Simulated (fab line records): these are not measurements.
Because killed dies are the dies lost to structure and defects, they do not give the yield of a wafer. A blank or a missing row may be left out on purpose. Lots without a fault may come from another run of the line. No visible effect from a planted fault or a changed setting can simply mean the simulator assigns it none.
Which tool did it? ; flow nandHarc ; 24 lots with 72 wafers sampled at 6 steps, on a route of 1159 steps

## WHAT EACH GAUGE READ, for each wafer
The record holds no reading of a measuring or inspecting step that can be judged against a usual standard deviation.

## WHICH TOOL RAN EACH LOT (tool, then ch and the chambers of the sampled wafers, then the start)
lot;NHARC_A_STAIRCASE_DESCUM_219;NHARC_A_STAIRCASE_ETCH_452;NHARC_A_STAIRCASE_ALD_420;NHARC_A_STAIRCASE_DEP_151;NHARC_A_STAIRCASE_DEP_322;NHARC_A_STAIRCASE_DEP_325
L075;rieDiel-13 ch 1,2,3, day 11 00:59;rieDiel-10 ch 1,2,3, day 11 22:55 or earlier;aldHk-03 ch 0,2,3, day 11 22:55;pecvd-02 ch 0,2, day 12 07:02;pecvd-02 ch 1,2, day 12 13:54;pecvd-02 ch 0,1,2, day 12 21:10
L074;rieDiel-13 ch 1,2,3, day 11 02:36;rieDiel-10 ch 1,2,3, day 12 02:52 or earlier;aldHk-03 ch 1,2,3, day 12 02:52;pecvd-02 ch 1,2, day 12 10:52;pecvd-03 ch 0,1,2, day 12 18:51;pecvd-03 ch 1,2, day 13 02:31
L077;rieDiel-10 ch 2,3, day 11 16:54;rieDiel-11 ch 0,2,3, day 12 18:34 or earlier;aldHk-01 ch 0,2,3, day 12 18:34;pecvd-02 ch 0,1, day 13 02:37;pecvd-02 ch 0,1, day 13 10:38;pecvd-03 ch 0,2, day 13 17:50
L076;rieDiel-13 ch 0,1,3, day 11 21:44;rieDiel-10 ch 1,2,3, day 12 21:26 or earlier;aldHk-01 ch 0,3, day 12 21:26;pecvd-04 ch 0,2, day 13 02:32;pecvd-04 ch 0,2, day 13 10:46;pecvd-02 ch 0,1, day 13 17:45
L078;rieDiel-11 ch 1,2,3, day 12 02:26;rieDiel-11 ch 1,3, day 13 04:32 or earlier;aldHk-01 ch 0,3, day 13 04:32;pecvd-02 ch 0,1, day 13 12:44;pecvd-04 ch 0,2, day 13 20:37;pecvd-04 ch 1,2, day 14 06:45
L079;rieDiel-13 ch 2,3, day 12 11:44;rieDiel-11 ch 0,2,3, day 13 11:43 or earlier;aldHk-03 ch 2,3, day 13 11:43;pecvd-03 ch 0,1,2, day 13 20:16;pecvd-03 ch 0,1,2, day 14 04:01;pecvd-04 ch 0,1,2, day 14 16:33
L080;rieDiel-11 ch 0,1,2, day 12 12:57;rieDiel-11 ch 1,2,3, day 13 15:30 or earlier;aldHk-03 ch 0,2,3, day 13 15:30;pecvd-02 ch 0,2, day 13 23:37;pecvd-04 ch 0,2, day 14 09:43;pecvd-03 ch 1,2, day 14 16:17
L082;rieDiel-11 ch 0,1,2, day 13 01:25;rieDiel-13 ch 2,3, day 14 02:19 or earlier;aldHk-04 ch 0,3, day 14 02:19;pecvd-04 ch 0,2, day 14 10:36;pecvd-02 ch 0,1, day 14 19:11;pecvd-04 ch 0,1,2, day 15 02:17
L083;rieDiel-11 ch 0,1,2, day 13 01:41;rieDiel-11 ch 0,2,3, day 14 02:19 or earlier;aldHk-03 ch 1,2,3, day 14 02:19;pecvd-03 ch 0,1,2, day 14 10:35;pecvd-04 ch 0,1,2, day 14 19:11;pecvd-03 ch 0,1,2, day 15 02:23
L081;rieDiel-11 ch 0,2,3, day 13 04:39;rieDiel-10 ch 0,1,2, day 14 11:13 or earlier;aldHk-01 ch 1,2, day 14 11:13;pecvd-04 ch 0,1,2, day 14 20:01;pecvd-04 ch 0,1, day 15 05:19;pecvd-04 ch 0,2, day 15 12:35
L085;rieDiel-10 ch 0,2,3, day 13 10:31;rieDiel-11 ch 0,2,3, day 14 12:28 or earlier;aldHk-01 ch 1,2,3, day 14 12:28;pecvd-03 ch 1,2, day 14 19:55;pecvd-03 ch 1,2, day 15 05:11;pecvd-03 ch 1,2, day 15 12:34
L084;rieDiel-10 ch 0,2,3, day 13 14:18;rieDiel-11 ch 1,2,3, day 14 17:19 or earlier;aldHk-01 ch 0,2,3, day 14 17:19;pecvd-04 ch 0,1,2, day 15 03:07;pecvd-03 ch 0,1,2, day 15 11:02;pecvd-03 ch 0,1,2, day 15 18:05
L088;rieDiel-10 ch 0,1,3, day 14 08:47;rieDiel-11 ch 1,2,3, day 15 07:59 or earlier;aldHk-01 ch 0,1,3, day 15 07:59;pecvd-04 ch 1,2, day 15 16:14;pecvd-03 ch 1,2, day 16 00:47;pecvd-03 ch 1,2, day 16 07:50
L086;rieDiel-11 ch 0,3, day 14 11:54;rieDiel-11 ch 1,2,3, day 15 08:56 or earlier;aldHk-01 ch 0,1, day 15 08:56;pecvd-02 ch 0,1,2, day 15 16:14;pecvd-04 ch 0,1, day 16 00:44;pecvd-02 ch 0,1,2, day 16 07:44
L087;rieDiel-11 ch 0,1,2, day 14 15:11;rieDiel-13 ch 2,3, day 15 12:32 or earlier;aldHk-03 ch 0,3, day 15 12:32;pecvd-02 ch 0,1, day 15 20:47;pecvd-02 ch 0,2, day 16 03:59;pecvd-04 ch 1,2, day 16 11:04
L090;rieDiel-10 ch 0,2,3, day 14 22:00;rieDiel-11 ch 0,2,3, day 15 21:43 or earlier;aldHk-04 ch 0,2,3, day 15 21:43;pecvd-02 ch 1,2, day 16 05:55;pecvd-03 ch 0,1,2, day 16 13:42;pecvd-02 ch 0,1,2, day 16 20:57
L089;rieDiel-11 ch 0,2,3, day 14 22:15;rieDiel-13 ch 0,3, day 15 21:56 or earlier;aldHk-01 ch 0,1,3, day 15 21:56;pecvd-04 ch 0,2, day 16 05:49;pecvd-02 ch 0,2, day 16 13:47;pecvd-03 ch 1,2, day 16 20:45
L092;rieDiel-13 ch 1,3, day 15 12:14;rieDiel-13 ch 1,2,3, day 16 17:59 or earlier;aldHk-04 ch 0,3, day 16 17:59;pecvd-03 ch 0,1, day 17 02:18;pecvd-04 ch 0,1, day 17 09:24;pecvd-02 ch 0,1,2, day 17 17:15
L091;rieDiel-11 ch 0,1,3, day 15 13:51;rieDiel-13 ch 2,3, day 16 18:00 or earlier;aldHk-03 ch 2,3, day 16 18:00;pecvd-02 ch 0,2, day 17 02:24;pecvd-02 ch 0,2, day 17 09:29;pecvd-04 ch 0,1,2, day 17 17:15
L093;rieDiel-11 ch 0,1, day 15 18:44;rieDiel-10 ch 0,1,3, day 17 00:02 or earlier;aldHk-03 ch 0,3, day 17 00:02;pecvd-03 ch 0,1,2, day 17 08:12;pecvd-02 ch 0,1, day 17 16:14;pecvd-03 ch 0,2, day 17 23:19
L094;rieDiel-11 ch 1,2,3, day 16 17:02;rieDiel-13 ch 0,1,3, day 17 16:13 or earlier;aldHk-01 ch 1,2,3, day 17 16:13;pecvd-03 ch 1,2, day 18 00:32;pecvd-04 ch 0,1, day 18 09:19;pecvd-04 ch 1,2, day 18 17:39
L095;rieDiel-13 ch 0,1,3, day 17 00:17;rieDiel-11 ch 0,2,3, day 17 23:13 or earlier;aldHk-04 ch 0,3, day 17 23:13;pecvd-04 ch 0,1,2, day 18 07:38;pecvd-02 ch 1,2, day 18 14:47;pecvd-03 ch 0,2, day 18 22:14
L096;rieDiel-11 ch 0,2,3, day 17 00:52;rieDiel-13 ch 0,1,3, day 17 23:13 or earlier;aldHk-01 ch 1,2,3, day 17 23:13;pecvd-03 ch 0,2, day 18 07:31;pecvd-03 ch 0,1, day 18 14:36;pecvd-02 ch 0,1,2, day 18 21:54
L097;rieDiel-11 ch 1,2, day 17 12:09;rieDiel-10 ch 0,1,2, day 18 11:32 or earlier;aldHk-01 ch 0,2,3, day 18 11:32;pecvd-02 ch 0,2, day 18 19:53;pecvd-02 ch 0,1,2, day 19 06:44;pecvd-02 ch 0,1,2, day 19 14:47
- NHARC_A_STAIRCASE_DESCUM_219: chemistry O2, time 3 s.
- NHARC_A_STAIRCASE_ETCH_452: etches the open film in CF4/O2, target depth 30 nm, overetch 3 nm, time 16.5 s.
- NHARC_A_STAIRCASE_ALD_420: deposits SiO2, target thk 20 nm, pulse time 6 s, ald cycles 200.
- NHARC_A_STAIRCASE_DEP_151: deposits SiO2, target thk 3800 nm.
- NHARC_A_STAIRCASE_DEP_322: deposits SiO2, target thk 3800 nm.
- NHARC_A_STAIRCASE_DEP_325: deposits SiO2, target thk 3800 nm.

## WHAT THE TOOLS THEMSELVES READ (means of the sampled wafers that have a number; where no wafer has one, the mark that the record gives instead)
NHARC_A_STAIRCASE_DESCUM_219. Usual: drypumpMotorCurrentA 5.8 A, standard deviation 0.48; oesProductAu 1.001 a.u., standard deviation 0.015; rfVppV 57.7 V, standard deviation 0.88; showerheadPlenumPTorr 1.88 Torr, standard deviation 0.079; throttleValvePct 11.310 %, standard deviation 0.0094.
lot;tool;drypumpMotorCurrentA (A);oesProductAu (a.u.);rfVppV (V);showerheadPlenumPTorr (Torr);throttleValvePct (%);flag
L075;rieDiel-13;5.3;1.000;57.5;1.89;11.314;
L074;rieDiel-13;5.3;1.000;58.2;1.89;11.311;
L077;rieDiel-10;5.9;0.997;58.6;1.93;11.307;
L076;rieDiel-13;5.2;1.016;57.7;1.81;11.306;
L078;rieDiel-11;5.9;0.994;56.8;1.88;11.308;
L079;rieDiel-13;5.3;1.020;57.6;1.93;11.303;
L080;rieDiel-11;5.9;0.979;57.4;1.89;11.309;
L082;rieDiel-11;5.9;0.983;56.8;1.89;11.305;
L083;rieDiel-11;5.9;0.981;57.2;1.89;11.304;
L081;rieDiel-11;6.2;0.998;57.5;1.92;11.322;
L085;rieDiel-10;6.0;1.006;58.0;1.95;11.312;
L084;rieDiel-10;5.9;1.013;58.3;1.95;11.302;
L088;rieDiel-10;6.2;0.996;57.5;1.91;11.308;
L086;rieDiel-11;6.0;1.007;57.4;1.91;11.313;
L087;rieDiel-11;5.9;0.996;58.2;1.88;11.317;
L090;rieDiel-10;5.9;0.995;58.8;1.94;11.311;
L089;rieDiel-11;6.1;1.003;58.0;1.91;11.306;
L092;rieDiel-13;5.3;1.000;57.6;1.83;11.317;
L091;rieDiel-11;5.7;0.995;57.5;1.87;11.300;
L093;rieDiel-11;5.5;0.986;57.7;1.84;11.310;
L094;rieDiel-11;5.9;1.004;57.5;1.87;11.322;
L095;rieDiel-13;5.2;1.017;57.4;1.90;11.312;
L096;rieDiel-11;6.2;0.993;57.6;1.91;11.311;
L097;rieDiel-11;6.1;1.004;56.2;1.88;11.309;

NHARC_A_STAIRCASE_ETCH_452. Usual: for drypumpMotorCurrentA, 5.7 A with a standard deviation of 0.48; for oes_ar_750_au, 0.999 a.u. with a standard deviation of 0.0044; for oes_o_777_au, 1.000 a.u. with a standard deviation of 0.0048; for oesProductAu, 1.000 a.u. with a standard deviation of 0.014; for rfVppV, 197.7 V with a standard deviation of 1.5; for showerheadPlenumPTorr, 1.33 Torr with a standard deviation of 0.06; for throttleValvePct, 13.398 % with a standard deviation of 0.0086.
lot;tool;drypumpMotorCurrentA (A);oes_ar_750_au (a.u.);oes_o_777_au (a.u.);oesProductAu (a.u.);rfVppV (V);showerheadPlenumPTorr (Torr);throttleValvePct (%);flag
L075;rieDiel-10;6.0;1.002;1.001;1.000;198.1;1.30;13.394;
L074;rieDiel-10;6.0;0.999;1.004;1.004;197.8;1.30;13.395;
L077;rieDiel-11;6.2;1.000;0.999;0.995;198.0;1.34;13.412;
L076;rieDiel-10;6.0;0.999;0.998;0.999;197.2;1.30;13.395;
L078;rieDiel-11;5.4;1.002;0.998;0.985;196.5;1.28;13.398;
L079;rieDiel-11;6.2;1.001;1.002;0.996;198.6;1.34;13.393;
L080;rieDiel-11;5.9;1.001;0.994;0.992;196.8;1.31;13.402;
L082;rieDiel-13;5.1;0.998;1.002;1.010;196.2;1.31;13.407;
L083;rieDiel-11;6.2;1.002;1.003;0.993;197.8;1.34;13.394;
L081;rieDiel-10;6.1;0.994;0.996;1.006;197.4;1.31;13.391;
L085;rieDiel-11;6.1;1.001;1.003;1.006;197.0;1.34;13.392;
L084;rieDiel-11;5.9;0.996;1.001;0.987;197.6;1.31;13.403;
L088;rieDiel-11;5.9;1.001;1.001;1.003;196.3;1.30;13.406;
L086;rieDiel-11;5.9;1.001;1.000;0.993;196.9;1.30;13.400;
L087;rieDiel-13;5.3;1.002;0.999;1.007;198.7;1.34;13.405;
L090;rieDiel-11;6.2;0.997;1.002;1.006;198.2;1.33;13.394;
L089;rieDiel-13;5.1;1.001;1.002;1.010;197.5;1.32;13.390;
L092;rieDiel-13;5.3;0.999;1.003;0.995;197.5;1.31;13.402;
L091;rieDiel-13;5.1;0.995;0.999;1.008;197.0;1.30;13.393;
L093;rieDiel-10;6.2;1.002;1.005;1.000;198.5;1.41;13.403;
L094;rieDiel-13;5.3;1.001;1.004;1.016;198.3;1.33;13.401;
L095;rieDiel-11;6.2;0.997;1.001;0.993;198.5;1.33;13.395;
L096;rieDiel-13;5.3;0.998;1.002;1.016;197.6;1.33;13.394;
L097;rieDiel-10;6.0;1.002;1.000;1.000;198.2;1.38;13.391;

NHARC_A_STAIRCASE_ALD_420. Usual: heaterPowerOuterW 262 W, standard deviation 30; heaterPowerW 477 W, standard deviation 40; precursorPulseHeightRel 1.000, standard deviation 0.021.
lot;tool;heaterPowerOuterW (W);heaterPowerW (W);precursorPulseHeightRel;flag
L075;aldHk-03;277;502;1.003;
L074;aldHk-03;272;474;0.999;
L077;aldHk-01;253;468;1.004;
L076;aldHk-01;280;494;0.993;
L078;aldHk-01;284;504;0.991;
L079;aldHk-03;283;503;0.991;
L080;aldHk-03;282;504;0.995;
L082;aldHk-04;267;441;0.998;
L083;aldHk-03;279;478;0.994;
L081;aldHk-01;232;455;0.971;
L085;aldHk-01;241;460;0.991;
L084;aldHk-01;259;465;1.009;
L088;aldHk-01;265;486;0.999;
L086;aldHk-01;285;511;0.985;
L087;aldHk-03;270;512;1.003;
L090;aldHk-04;286;490;0.979;
L089;aldHk-01;269;487;0.995;
L092;aldHk-04;253;432;1.006;
L091;aldHk-03;289;498;1.038;
L093;aldHk-03;272;509;0.986;
L094;aldHk-01;243;464;1.009;
L095;aldHk-04;254;431;0.995;
L096;aldHk-01;239;470;1.008;
L097;aldHk-01;257;478;0.988;

NHARC_A_STAIRCASE_DEP_151. Usual: heaterPowerOuterW 406 W, standard deviation 69; heaterPowerW 710 W, standard deviation 100; mfcPrecursorSccm 199.9 sccm, standard deviation 0.64.
lot;tool;heaterPowerOuterW (W);heaterPowerW (W);mfcPrecursorSccm (sccm);flag
L075;pecvd-02;365;662;200.3;
L074;pecvd-02;379;671;200.0;
L077;pecvd-02;436;770;200.1;
L076;pecvd-04;404;693;200.1;
L078;pecvd-02;457;785;199.2;
L079;pecvd-03;364;628;200.0;
L080;pecvd-02;350;643;200.1;
L082;pecvd-04;407;732;199.6;
L083;pecvd-03;429;736;200.3;
L081;pecvd-04;418;732;199.7;
L085;pecvd-03;382;635;199.9;
L084;pecvd-04;427;751;200.4;
L088;pecvd-04;473;812;200.5;
L086;pecvd-02;446;773;200.4;
L087;pecvd-02;422;735;200.3;
L090;pecvd-02;402;716;199.7;
L089;pecvd-04;409;717;199.9;
L092;pecvd-03;431;740;199.8;
L091;pecvd-02;468;824;200.1;
L093;pecvd-03;403;684;200.1;
L094;pecvd-03;398;657;200.1;
L095;pecvd-04;390;696;199.7;
L096;pecvd-03;430;706;200.0;
L097;pecvd-02;373;678;199.6;

NHARC_A_STAIRCASE_DEP_322. Usual: heaterPowerOuterW 408 W, standard deviation 69; heaterPowerW 712 W, standard deviation 100; mfcPrecursorSccm 200.0 sccm, standard deviation 0.6.
lot;tool;heaterPowerOuterW (W);heaterPowerW (W);mfcPrecursorSccm (sccm);flag
L075;pecvd-02;336;608;199.9;
L074;pecvd-03;367;639;199.9;
L077;pecvd-02;418;738;199.8;
L076;pecvd-04;441;757;200.9;
L078;pecvd-04;384;703;200.7;
L079;pecvd-03;356;633;199.9;
L080;pecvd-04;414;695;200.0;
L082;pecvd-02;497;860;200.2;
L083;pecvd-04;417;726;199.8;
L081;pecvd-04;425;749;200.4;
L085;pecvd-03;370;627;199.8;
L084;pecvd-03;427;723;199.7;
L088;pecvd-03;375;665;199.1;
L086;pecvd-04;466;814;199.7;
L087;pecvd-02;426;763;200.1;
L090;pecvd-03;432;714;200.0;
L089;pecvd-02;377;681;199.8;
L092;pecvd-04;449;785;200.6;
L091;pecvd-02;417;748;199.9;
L093;pecvd-02;450;798;200.4;
L094;pecvd-04;431;756;199.9;
L095;pecvd-02;368;671;200.2;
L096;pecvd-03;454;768;200.2;
L097;pecvd-02;405;727;200.0;

NHARC_A_STAIRCASE_DEP_325. Usual: heaterPowerOuterW 403 W, standard deviation 64; heaterPowerW 701 W, standard deviation 97; mfcPrecursorSccm 200.1 sccm, standard deviation 0.63.
lot;tool;heaterPowerOuterW (W);heaterPowerW (W);mfcPrecursorSccm (sccm);flag
L075;pecvd-02;381;675;200.3;
L074;pecvd-03;354;618;199.0;
L077;pecvd-03;397;665;200.4;
L076;pecvd-02;462;805;200.1;
L078;pecvd-04;485;805;200.3;
L079;pecvd-04;383;678;199.8;
L080;pecvd-03;334;586;200.1;
L082;pecvd-04;458;773;200.5;
L083;pecvd-03;426;727;200.3;
L081;pecvd-04;415;734;200.5;
L085;pecvd-03;396;655;200.2;
L084;pecvd-03;427;720;200.5;
L088;pecvd-03;387;670;199.6;
L086;pecvd-02;441;771;200.1;
L087;pecvd-04;396;669;199.6;
L090;pecvd-02;420;739;200.3;
L089;pecvd-03;380;645;200.7;
L092;pecvd-02;429;754;200.5;
L091;pecvd-04;426;724;200.8;
L093;pecvd-03;371;617;199.5;
L094;pecvd-04;391;669;200.1;
L095;pecvd-03;386;639;199.8;
L096;pecvd-02;394;710;200.2;
L097;pecvd-02;381;692;199.3;

## THE ANSWER, worked out from the rows above alone
Rule: a lot is off if the mean of its wafers that have a number lies more than 3 standard deviations from the usual mean. Also off: a lot with no number at a reading for which 4 or more lots have one. All remaining lots with rows at the step are treated as sound. Order of review: gauges by route order, followed by the tools' own readings, for which a lot's mean as printed above is used. At the first step where some lot is off, the reading lying furthest off is the one used; lots without a number count as furthest.
No lot is off on any of the readings shown, so nothing can be concluded from this.

## WHAT WAS PUT IN BY THE SIMULATOR
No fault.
